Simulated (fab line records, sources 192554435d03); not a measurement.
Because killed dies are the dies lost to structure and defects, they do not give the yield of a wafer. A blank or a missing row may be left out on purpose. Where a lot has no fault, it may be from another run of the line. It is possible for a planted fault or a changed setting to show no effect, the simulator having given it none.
Problem report, 8D (eight disciplines) form, completed by code ; flow n5 finfet ; the parts of the form that need people (team, actions taken, sign-off) are left out

## 1. THE PROBLEM
spin speed rpm at N5_BEOL_M3_COAT_62 reads a mean of 1447.9 rpm on 6 wafers of 2 lots; wafers without a fault read 1499.8 rpm with a standard deviation of 1.3. Measured from the usual mean, that is -40 standard deviations.
The step: time 60 s, resist thk 12 nm.
The first sign was on wafer L662.1 at day 12 04:04, on litho track-05. The record has a number at this step for 33 wafers belonging to 11 lots. The rule behind "out" and "out of limits": a value lying over 4 standard deviations away from the usual mean. All remaining wafers that have a number are taken as sound.

## 2. WHAT IT IS, WHAT IT ISN'T
question;is;is not
which readings at this step;spin speed rpm;dispense pressure kPa
which lots;L662, L664;L642, L644, L645, L646, L648, L649, L652, L655, L665
which wafers of those lots;all that have a number;-
read on which tools;litho track-05;litho track-01, litho track-04
when;from day 12 04:04;"up to then (24 sound wafers); but 3 sound wafers of L665 came after"

## 3. THE SUSPECTS, EACH WITH WHAT RULES IT OUT
Counting: a tool at a process step up to the reading stays a suspect if it ran every lot that is out and no sound lot after the first of them.
- cvd co-01 at N5_BEOL_M2_PRE_CLEAN_60 (time 15 s): kept. Every lot that is out went through it, starting with L662 (day 12 02:22), and after that it ran no sound lot; the last sound lot it ran before then is L652 (day 9 03:45).
- litho track-05 at N5_BEOL_M3_COAT_62 (time 60 s, resist thk 12 nm): kept. Every lot that is out went through it, starting with L662 (day 12 04:04), and after that it ran no sound lot; the last sound lot it ran before then is L655 (day 10 09:55). On those wafers its own readings are out: spin speed rpm.
The count leaves litho track-05 at N5_BEOL_M3_COAT_62 and cvd co-01 at N5_BEOL_M2_PRE_CLEAN_60.

## 4. THE CAUSE (what the simulator had put in)
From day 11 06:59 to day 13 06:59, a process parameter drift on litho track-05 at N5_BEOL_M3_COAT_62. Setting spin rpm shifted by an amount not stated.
This tool is one of the 2 suspects left after counting.

## 5. THE CHAIN OF EFFECTS, in route order
One row per reading whose mean, taken over the struck wafers that have a number, lies over 3 standard deviations from the usual. Only readings whose record carries a usual standard deviation are examined. hours: median over the lots of the time between each lot's start at the first step of this table that gives one and its start at this step. sigmas: the change, counted in usual standard deviations.
hours;step;reading;usual;on struck wafers;change;sigmas
0;N5_BEOL_M3_COAT_62;spin speed rpm;1499.8 rpm;1447.9;-51.9;-40
Process steps it contains:
- N5_BEOL_M3_COAT_62: time 60 s, resist thk 12 nm.
Later steps that measure or inspect, where all struck wafers having a row at the step show a number for every such reading and not one has moved that far: N5_BEOL_M4_RC_MEAS_101.

## 6. WHAT WOULD HAVE CAUGHT IT SOONER
21 hours passed between the start of the fault at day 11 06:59 and the first reading out of limits in this record, taken at day 12 04:04.
